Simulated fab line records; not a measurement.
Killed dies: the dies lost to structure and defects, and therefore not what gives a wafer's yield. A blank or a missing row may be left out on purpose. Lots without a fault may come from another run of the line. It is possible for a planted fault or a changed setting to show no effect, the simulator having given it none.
A struck lot beside a sound one | flow n5Finfet | 26 out of 1938 route steps
Sound: the wafers L815.3, L815.5, L815.6. Struck: wafers L816.1, L816.4, L816.6. At the end, the cause is stated.
At each step with rows: each side's tool, then ch and its chambers, then its first start. Under that, the readings that differ: sound wafers | struck wafers | difference of the means | sigmas: that difference in standard deviations of wafers without a fault.
alike: words and numbers the same on both sides, and readings whose means are apart by under 2 such deviations; not compared: readings that were withheld, readings missing a value for some wafer, numbers with overlapping values and no deviation given by the record, and bounds like >300 which may hide the same value.
Wherever a step has rows on one side only, a row that says differs or no value, or a row with sigmas, the two part there. When numbers do not overlap yet have no deviation, they are printed without sigmas and do not part them. A reading that every wafer of one side lacks parts them only if that side has two wafers or more.

first, 9 steps without rows for these wafers: N5_BEOL_M3_ILD_DEP_00 (deposits SiOC from DEMS/O2, target thk 79 nm, time 15.3 s); N5_BEOL_M3_PECVD_72 (deposits SiO2 from TEOS/O2, target thk 16 nm, time 18 s); N5_BEOL_M3_HM_DEP_02 (deposits TiN, target thk 20 nm); N5_BEOL_M3_COAT_61 (time 60 s, resist thk 60 nm); N5_BEOL_M3_COAT_62 (time 60 s, resist thk 12 nm); N5_BEOL_M3_COAT_73 (time 60 s, resist thk 5 nm); N5_BEOL_M3_COAT_05 (resist thk 30 nm); N5_BEOL_M3_EBR_07; N5_BEOL_M3_SOFTBAKE_06 (time 60 s).
N5_BEOL_M3_EXPOSE_08: exposes mask M3.
  sound on euvScanner-01 ch 0, day 8 05:08; struck on euvScanner-01 ch 0, day 8 07:59
reading           | sound             | struck            | difference | sigmas
exposureDoseMJCm2 | 32.97 33.05 33.00 | 28.19 28.17 28.20 | -4.82      | -99 or more
  alike: mask
then, 2 steps without rows for these wafers: N5_BEOL_M3_PEB_09 (peb time 60 s); N5_BEOL_M3_DEVELOP_10 (develop time 30 s).
N5_BEOL_M3_CD_MEAS_11: target cd 17.05 nm.
  sound on cdSem-01 ch 0, day 8 05:16; struck on cdSem-01 ch 0, day 8 08:07
reading   | sound             | struck            | difference | sigmas
cdNm (nm) | 16.84 17.20 17.16 | 13.55 13.52 13.16 | -3.66      | -15
then, 1 step without rows for these wafers: N5_BEOL_M3_DESCUM_16 (chemistry O2, time 7 s).
N5_BEOL_M3_ETCH_74: etches underlayer in N2/H2, target depth 6.5 nm, time 5.2 s.
  sound on rieDiel-05 ch 1,2, day 8 05:25; struck on rieDiel-03 ch 0,2, day 8 08:16
reading                       | sound          | struck         | difference | sigmas
etchRfOnTimeS (s)             | 5.53 5.54 5.17 | 5.07 5.20 5.13 | -0.28      | -2
model.BEOL_M3.cdOffsetNm (nm) | 0 -0.2 0       | -3.6 -3.8 -3.6 | -3.6       | 
  alike: chamberPressureMTorr, drypumpMotorCurrentA, h2FlowSccm, oesProductAu, rfVppV, showerheadPlenumPTorr, throttleValvePct
  not compared: rfHoursCounterH
then, 5 steps without rows for these wafers: N5_BEOL_M3_ETCH_63 (etches SiARC in CF4, target depth 15.6 nm, time 26 s); N5_BEOL_M3_ETCH_64 (etches SOC in N2/H2, target depth 75 nm, overetch 15 nm, time 112.5 s); N5_BEOL_M3_STRIP_65 (strips in N2/H2); N5_BEOL_M3_STRIP_75 (strips in N2/H2); N5_BEOL_M3_STRIP_66 (strips in CF4).
N5_BEOL_M3_HM_OPEN_17: chemistry Cl2/BCl3, target TiN, target depth 20 nm, overetch 6 nm.
  sound on rieMetal-01 ch 0,1, day 8 05:40; struck on rieMetal-03 ch 1, day 8 08:29
reading                       | sound         | struck       | difference | sigmas
model.BEOL_M3.cdOffsetNm (nm) | -0.2 -0.4 0.2 | -3.4 -4 -3.6 | -3.5       | 
  alike: chamberPressureMTorr, drypumpMotorCurrentA, heBacksideLeakSccm, oesProductAu, throttleValvePct
  not compared: rfHoursCounterH
then, 1 step without rows for these wafers: N5_BEOL_M3_STRIP_19 (strips in O2).
N5_BEOL_M3_CD_MEAS_18: pitch 36 nm, target cd 18 nm.
  sound: cdSem-01 at day 8 05:49; struck: cdSem-03 at day 8 08:46
reading   | sound          | struck         | difference | sigmas
cdNm (nm) | 17.6 17.6 18.2 | 14.5 14.5 14.4 | -3.3       | -9
then, 1 step without rows for these wafers: N5_BEOL_M3_COAT_67 (time 60 s, resist thk 60 nm).
N5_BEOL_M4_RC_MEAS_101:
  the record has rows for the sound wafers here (prober-02 ch 0, day 9 01:12) and none for the struck ones
-- the record jumps here: 5 days lie between the struck wafers' starts before and after (it left off in module BEOL_M4 and takes up again in module PASSIVATION, whose first step shown is number 1936 of the route) --
N5_PASSIVATION_PROBE_49:
  sound: prober-02 at day 12 22:57; struck: prober-01 at day 13 20:18
reading                | sound          | struck         | difference | sigmas
defectLimitedYield (%) | 90.7 90.2 90.8 | 0 0 0          | -91        | -57
killed_at_M0_to_M3     | 46 49 49       | 1131 1068 1113 | +1056      | +99 or more
killedDies             | 110 116 108    | 1180 1180 1180 | +1069      | +56
killedOnRim            | 11 17 29       | 152 152 152    | +133       | +33
sortNPass              | 1070 1064 1072 | 0 0 0          | -1069      | -56
sortYieldPct (%)       | 90.7 90.2 90.8 | 0 0 0          | -91        | -57
  alike: killed_at_M4_up, killedAtContacts, killedAtFrontEnd, killedAtOther, killedOpen, killedShort, sort_bin_5_function, sort_bin_6_memory

== WHERE THEY PART ==
First at N5_BEOL_M3_EXPOSE_08; last, within this record, at N5_PASSIVATION_PROBE_49.

WHY: what the simulator had put in
Process parameters drifting: euvScanner-01 at N5_BEOL_M3_EXPOSE_08, beginning at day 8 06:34. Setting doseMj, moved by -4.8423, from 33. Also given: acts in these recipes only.
